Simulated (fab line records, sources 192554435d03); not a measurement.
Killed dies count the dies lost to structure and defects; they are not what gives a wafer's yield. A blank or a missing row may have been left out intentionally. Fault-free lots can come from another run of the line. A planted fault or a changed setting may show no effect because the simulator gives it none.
Which of the tools did it?    flow n5 finfet    24 lots with 72 wafers sampled at 6 steps, on a route of 1938 steps

## WHAT THE GAUGES SHOWED, per wafer
N5_BEOL_M14_OVL_MEAS_29. Usual: M14_OVL 2 nm, standard deviation 6.2.
lot   measured      on          M14_OVL (nm)  flag
L074  day 11 09:10  overlay-02  -1 8 6        
L075  day 11 09:26  overlay-02  8 2 8         
L076  day 11 11:54  overlay-02  -3 3 -1       
L077  day 12 00:09  overlay-01  10 4 14       
L078  day 12 00:47  overlay-02  -12 -1 -4     
L079  day 12 03:52  overlay-02  5 5 2         
L080  day 12 07:10  overlay-02  3 3 -9        
L081  day 12 14:25  overlay-01  17 8 3        
L082  day 13 02:13  overlay-01  13 4 8        
L083  day 13 03:06  overlay-02  0 2 -1        
L084  day 13 11:04  overlay-02  3 2 -2        
L085  day 13 14:48  overlay-01  11 10 6       
L086  day 13 20:57  overlay-01  6 6 -5        
L088  day 14 02:52  overlay-01  1 -10 0       
L089  day 14 10:29  overlay-02  5 5 2         
L090  day 14 12:56  overlay-01  -5 -4 11      
L087  day 14 14:22  overlay-02  2 -4 2        
L091  day 14 15:43  overlay-02  -6 2 -7       
L092  day 16 08:59  overlay-01  5 4 4         
L093  day 16 19:35  overlay-02  -5 -4 1       
L094  day 16 19:52  overlay-02  6 4 9         
L097  day 16 21:07  overlay-02  -2 -7 9       
L095  day 16 21:42  overlay-01  -6 3 -9       
L096  day 17 21:56  overlay-02  1 -6 3        

N5_BEOL_M15_CD_MEAS_10: target cd 360 nm. Usual: 359.7 nm for cd nm, sd 1.6.
lot   measured      on         cd nm (nm)         flag
L074  day 11 12:37  cd sem-02  358.4 357.5 360.1  
L075  day 11 14:07  cd sem-03  360.7 359.7 362.2  
L076  day 11 15:36  cd sem-03  358.4 357.0 358.4  
L077  day 12 04:15  cd sem-02  361.0 357.8 358.0  
L078  day 12 06:05  cd sem-01  359.4 360.9 359.3  
L079  day 12 07:09  cd sem-02  358.3 357.2 359.0  
L080  day 12 12:28  cd sem-02  361.1 360.3 362.2  
L081  day 12 18:21  cd sem-01  358.8 360.5 359.4  
L082  day 13 06:10  cd sem-03  361.7 358.4 360.2  
L083  day 13 07:00  cd sem-03  360.8 361.3 359.0  
L084  day 13 15:21  cd sem-01  357.2 362.2 356.8  
L085  day 13 18:37  cd sem-02  360.1 360.5 360.4  
L086  day 14 01:19  cd sem-01  359.5 360.0 362.3  
L088  day 14 08:25  cd sem-01  362.4 359.2 359.3  
L089  day 14 14:55  cd sem-01  360.7 361.0 359.4  
L090  day 14 16:26  cd sem-03  359.7 362.8 360.6  
L087  day 14 19:11  cd sem-03  358.4 358.3 358.8  
L091  day 14 23:26  cd sem-03  360.3 360.2 357.1  
L092  day 16 17:41  cd sem-02  359.1 358.5 358.0  
L093  day 16 23:53  cd sem-02  359.5 362.1 360.3  
L094  day 17 00:05  cd sem-02  358.9 359.0 359.3  
L097  day 17 00:40  cd sem-01  361.0 359.1 359.5  
L095  day 17 03:35  cd sem-03  362.9 361.2 361.2  
L096  day 18 06:05  cd sem-01  361.2 363.6 362.6  

N5_BEOL_M15_OVL_MEAS_11. Usual: V14_OVL 0 nm, standard deviation 5.4.
lot   measured      on          V14_OVL (nm)  flag
L074  day 11 12:38  overlay-02  4 6 6         
L075  day 11 14:10  overlay-01  6 -6 -4       
L076  day 11 15:38  overlay-02  -11 -7 -1     
L077  day 12 04:17  overlay-01  -3 1 -2       
L078  day 12 06:07  overlay-01  2 7 0         
L079  day 12 07:11  overlay-01  4 12 6        
L080  day 12 12:29  overlay-02  0 7 1         
L081  day 12 18:23  overlay-02  -2 -6 0       
L082  day 13 06:11  overlay-02  0 6 3         
L083  day 13 07:02  overlay-02  -6 -3 -7      
L084  day 13 15:23  overlay-01  -7 -3 2       
L085  day 13 18:39  overlay-02  -6 7 -3       
L086  day 14 01:21  overlay-01  2 1 -5        
L088  day 14 08:27  overlay-01  1 -1 0        
L089  day 14 14:58  overlay-01  -1 2 -1       
L090  day 14 16:28  overlay-02  -1 11 11      
L087  day 14 19:13  overlay-01  8 14 6        
L091  day 14 23:28  overlay-02  3 -5 -1       
L092  day 16 17:43  overlay-02  -7 -5 1       
L093  day 16 23:55  overlay-02  10 -4 8       
L094  day 17 00:07  overlay-01  -4 -6 -4      
L097  day 17 00:42  overlay-02  -8 -4 -2      
L095  day 17 03:37  overlay-01  -3 -1 -5      
L096  day 18 06:07  overlay-02  -5 -3 -1      

## EACH LOT AND THE TOOL THAT RAN IT (in order: tool; ch and the chambers of the sampled wafers; start)
lot   N5_BEOL_M14_ETCH_67                 N5_BEOL_M14_ETCH_68                 N5_BEOL_M14_CMP_49
L074  rie diel-03 ch 0,1,2, day 11 09:31  rie diel-03 ch 0,1,2, day 11 09:39  cmp-02 ch 2,3, day 11 11:34
L075  rie diel-01 ch 0,1,2, day 11 09:43  rie diel-01 ch 0,1,2, day 11 09:51  cmp-04 ch 0,1, day 11 13:07
L076  rie diel-01 ch 0,1, day 11 12:05    rie diel-01 ch 0,1, day 11 12:22    cmp-03 ch 0,2,3, day 11 14:31
L077  rie diel-05 ch 0,1,2, day 12 00:25  rie diel-05 ch 0,1,2, day 12 00:34  cmp-03 ch 1,2, day 12 03:13
L078  rie diel-01 ch 0,1,2, day 12 00:53  rie diel-01 ch 0,1,2, day 12 01:02  cmp-02 ch 0,3, day 12 04:55
L079  rie diel-01 ch 0,1, day 12 03:57    rie diel-01 ch 0,1, day 12 04:06    cmp-04 ch 0,1,3, day 12 06:01
L080  rie diel-03 ch 1,3, day 12 07:16    rie diel-03 ch 1,3, day 12 07:25    cmp-02 ch 0,2,3, day 12 11:22
L081  rie diel-03 ch 0,2,3, day 12 14:31  rie diel-03 ch 0,2,3, day 12 14:39  cmp-04 ch 2,3, day 12 17:18
L082  rie diel-05 ch 0,3, day 13 02:32    rie diel-05 ch 0,3, day 13 02:41    cmp-04 ch 0,2,3, day 13 05:02
L083  rie diel-05 ch 0,2, day 13 03:20    rie diel-05 ch 0,2, day 13 03:29    cmp-02 ch 0,1,2, day 13 05:50
L084  rie diel-05 ch 1,2, day 13 11:11    rie diel-05 ch 1,2, day 13 11:20    cmp-04 ch 0,3, day 13 14:11
L085  rie diel-05 ch 0,2, day 13 14:54    rie diel-05 ch 0,2, day 13 15:02    cmp-03 ch 1,2,3, day 13 17:37
L086  rie diel-01 ch 1,2,3, day 13 21:02  rie diel-01 ch 1,2,3, day 13 21:11  cmp-04 ch 2,3, day 14 00:10
L088  rie diel-05 ch 2,3, day 14 02:58    rie diel-05 ch 2,3, day 14 03:07    cmp-03 ch 0,2,3, day 14 07:07
L089  rie diel-03 ch 0,1,2, day 14 10:56  rie diel-03 ch 0,1,2, day 14 11:05  cmp-02 ch 0,1,2, day 14 13:39
L090  rie diel-03 ch 0,2, day 14 13:01    rie diel-03 ch 0,2, day 14 13:10    cmp-04 ch 0,2,3, day 14 15:15
L087  rie diel-01 ch 1,2, day 14 14:59    rie diel-01 ch 1,2, day 14 15:13    cmp-02 ch 2,3, day 14 18:01
L091  rie diel-03 ch 0,1, day 14 15:57    rie diel-03 ch 0,1, day 14 16:14    cmp-04 ch 2,3, day 14 22:00
L092  rie diel-01 ch 0,1,2, day 16 09:09  rie diel-01 ch 0,1,2, day 16 09:21  cmp-03 ch 0,3, day 16 16:25
L093  rie diel-01 ch 0,1,2, day 16 19:52  rie diel-01 ch 0,1,2, day 16 20:01  cmp-02 ch 1,3, day 16 22:53
L094  rie diel-03 ch 0,1,2, day 16 20:11  rie diel-03 ch 0,1,2, day 16 20:20  cmp-03 ch 0,2,3, day 16 22:55
L097  rie diel-03 ch 0,1,2, day 16 21:44  rie diel-03 ch 0,1,2, day 16 21:53  cmp-03 ch 0,1, day 16 23:30
L095  rie diel-01 ch 1, day 16 22:01      rie diel-01 ch 1, day 16 22:14      cmp-03 ch 1,3, day 17 02:35
L096  rie diel-03 ch 0,2,3, day 17 22:01  rie diel-03 ch 0,2,3, day 17 22:10  cmp-03 ch 0,1,2, day 18 05:08
- N5_BEOL_M14_ETCH_67: etches SiARC in CF4, target depth 143 nm, time 238.3 s.
- N5_BEOL_M14_ETCH_68: etches SOC in N2/H2, time 450 s.
- N5_BEOL_M14_CMP_49: polishes, stops on SiO2, t overpolish 5.2 s, target thk 560 nm.

## AS READ BY THE TOOLS THEMSELVES (means over the sampled wafers that have a number; for cases with no such wafer, the mark the record gives instead)
N5_BEOL_M14_ETCH_67. Usual: drypump motor current A 5.6 A, standard deviation 0.42; etch rf on time s 239 s, standard deviation 5; oes product au 0.68 a.u., standard deviation 0.068; rf vpp V 184.7 V, standard deviation 0.95; showerhead plenum p Torr 2.18 Torr, standard deviation 0.039; throttle valve pct 15.54 %, standard deviation 0.17.
lot   tool         drypump motor current A (A)  etch rf on time s (s)  oes product au (a.u.)  rf vpp V (V)  showerhead plenum p Torr (Torr)  throttle valve pct (%)  flag
L074  rie diel-03  5.5                          243                    0.66                   185.1         2.21                             15.54                   
L075  rie diel-01  5.8                          237                    0.67                   183.6         2.20                             15.57                   
L076  rie diel-01  6.2                          237                    0.62                   185.1         2.21                             15.57                   
L077  rie diel-05  5.8                          238                    0.66                   183.9         2.17                             15.40                   
L078  rie diel-01  5.8                          237                    0.67                   183.9         2.20                             15.59                   
L079  rie diel-01  5.9                          237                    0.63                   185.7         2.22                             15.57                   
L080  rie diel-03  5.2                          246                    0.61                   184.2         2.18                             15.64                   
L081  rie diel-03  5.4                          242                    0.71                   185.1         2.22                             15.42                   
L082  rie diel-05  6.0                          236                    0.71                   184.1         2.13                             15.50                   
L083  rie diel-05  6.3                          241                    0.64                   183.7         2.19                             15.49                   
L084  rie diel-05  5.4                          234                    0.67                   183.8         2.14                             15.38                   
L085  rie diel-05  6.1                          238                    0.70                   184.8         2.18                             15.49                   
L086  rie diel-01  5.7                          238                    0.66                   185.7         2.20                             15.68                   
L088  rie diel-05  5.8                          234                    0.76                   183.4         2.12                             15.53                   
L089  rie diel-03  5.5                          240                    0.72                   185.5         2.20                             15.42                   
L090  rie diel-03  5.7                          239                    0.72                   185.2         2.23                             15.40                   
L087  rie diel-01  5.6                          238                    0.65                   184.6         2.20                             15.62                   
L091  rie diel-03  5.5                          246                    0.67                   185.5         2.20                             15.63                   
L092  rie diel-01  5.8                          240                    0.63                   184.6         2.19                             15.68                   
L093  rie diel-01  5.8                          236                    0.63                   184.4         2.18                             15.69                   
L094  rie diel-03  5.5                          242                    0.69                   185.1         2.19                             15.47                   
L097  rie diel-03  5.5                          238                    0.69                   185.1         2.19                             15.46                   
L095  rie diel-01  5.7                          238                    0.61                   184.3         2.20                             15.63                   
L096  rie diel-03  5.5                          240                    0.72                   184.7         2.20                             15.31                   

N5_BEOL_M14_ETCH_68. Usual: drypump motor current A 5.6 A, standard deviation 0.41; oes product au 0.80 a.u., standard deviation 0.082; rf vpp V 525.4 V, standard deviation 1.5; showerhead plenum p Torr 2.60 Torr, standard deviation 0.054; throttle valve pct 17.72 %, standard deviation 0.16.
lot   tool         drypump motor current A (A)  oes product au (a.u.)  rf vpp V (V)  showerhead plenum p Torr (Torr)  throttle valve pct (%)  flag
L074  rie diel-03  5.5                          0.78                   525.9         2.63                             17.69                   
L075  rie diel-01  5.7                          0.79                   526.4         2.62                             17.76                   
L076  rie diel-01  6.1                          0.72                   526.5         2.63                             17.74                   
L077  rie diel-05  5.8                          0.78                   525.1         2.58                             17.59                   
L078  rie diel-01  5.8                          0.78                   525.9         2.62                             17.77                   
L079  rie diel-01  5.9                          0.73                   526.9         2.66                             17.82                   
L080  rie diel-03  5.2                          0.73                   526.2         2.61                             17.86                   
L081  rie diel-03  5.5                          0.84                   525.8         2.64                             17.63                   
L082  rie diel-05  6.0                          0.83                   524.0         2.53                             17.85                   
L083  rie diel-05  6.3                          0.75                   526.0         2.60                             17.67                   
L084  rie diel-05  5.4                          0.78                   524.9         2.54                             17.54                   
L085  rie diel-05  6.1                          0.81                   525.3         2.59                             17.69                   
L086  rie diel-01  5.7                          0.77                   525.8         2.61                             17.80                   
L088  rie diel-05  5.8                          0.89                   521.9         2.53                             17.88                   
L089  rie diel-03  5.5                          0.85                   526.9         2.61                             17.56                   
L090  rie diel-03  5.7                          0.85                   526.9         2.66                             17.57                   
L087  rie diel-01  5.5                          0.76                   525.7         2.63                             17.88                   
L091  rie diel-03  5.5                          0.80                   524.8         2.59                             17.70                   
L092  rie diel-01  5.8                          0.74                   525.6         2.60                             17.85                   
L093  rie diel-01  5.8                          0.74                   525.6         2.60                             17.84                   
L094  rie diel-03  5.5                          0.82                   525.8         2.61                             17.61                   
L097  rie diel-03  5.5                          0.82                   525.8         2.61                             17.60                   
L095  rie diel-01  5.7                          0.70                   526.2         2.65                             17.96                   
L096  rie diel-03  5.5                          0.85                   525.8         2.62                             17.54                   

N5_BEOL_M14_CMP_49. Usual: barrier field endpoint s 11.4 s, standard deviation 0.3; motor current A 8.5 A, standard deviation 1; overpolish run s 5.201 s, standard deviation 0.0087; retaining ring pressure frac 0.999, standard deviation 0.0047; time to endpoint s 123 s, standard deviation 4.7.
lot   tool    barrier field endpoint s (s)  motor current A (A)  overpolish run s (s)  retaining ring pressure frac  time to endpoint s (s)  flag
L074  cmp-02  10.9                          7.8                  5.202                 0.997                         118                     
L075  cmp-04  11.4                          7.1                  5.203                 0.997                         120                     
L076  cmp-03  11.8                          9.7                  5.199                 1.002                         128                     
L077  cmp-03  11.8                          9.3                  5.195                 1.001                         128                     
L078  cmp-02  10.8                          8.2                  5.209                 0.998                         113                     
L079  cmp-04  11.3                          7.7                  5.201                 1.002                         125                     
L080  cmp-02  11.1                          8.1                  5.199                 0.998                         120                     
L081  cmp-04  11.8                          7.8                  5.205                 0.999                         129                     
L082  cmp-04  11.5                          7.6                  5.207                 0.994                         125                     
L083  cmp-02  11.2                          8.0                  5.193                 0.997                         121                     
L084  cmp-04  11.4                          7.8                  5.200                 0.997                         123                     
L085  cmp-03  11.8                          9.3                  5.205                 0.999                         128                     
L086  cmp-04  11.5                          7.9                  5.194                 0.998                         123                     
L088  cmp-03  11.4                          9.7                  5.210                 1.002                         125                     
L089  cmp-02  11.3                          7.8                  5.204                 0.998                         123                     
L090  cmp-04  11.3                          7.9                  5.201                 0.996                         121                     
L087  cmp-02  11.5                          8.1                  5.199                 1.000                         119                     
L091  cmp-04  11.5                          8.1                  5.198                 1.003                         123                     
L092  cmp-03  11.5                          9.8                  5.195                 1.001                         123                     
L093  cmp-02  11.3                          7.8                  5.208                 0.995                         117                     
L094  cmp-03  11.5                          10.0                 5.200                 1.001                         124                     
L097  cmp-03  11.7                          8.9                  5.206                 1.001                         129                     
L095  cmp-03  11.6                          8.6                  5.193                 1.001                         127                     
L096  cmp-03  11.6                          9.6                  5.210                 1.001                         123                     

## THE ANSWER, worked out from the rows above alone
Rule: take the mean of a lot's wafers that have a number; if it is more than 3 standard deviations from the usual mean, the lot is off. Also off: a lot with no number at a reading for which 4 or more lots have one. Where the step has rows for the other lots, those lots are counted as sound. The gauges are gone through in route order, then the tools' own readings, and for those a lot's mean is taken as printed above. The first step at which some lot is off is used, and at that step the reading that is off furthest; a lot without a number counts as furthest.
No lot is off on any of the readings shown, so nothing can be concluded from this.

## WHAT WAS PUT IN BY THE SIMULATOR
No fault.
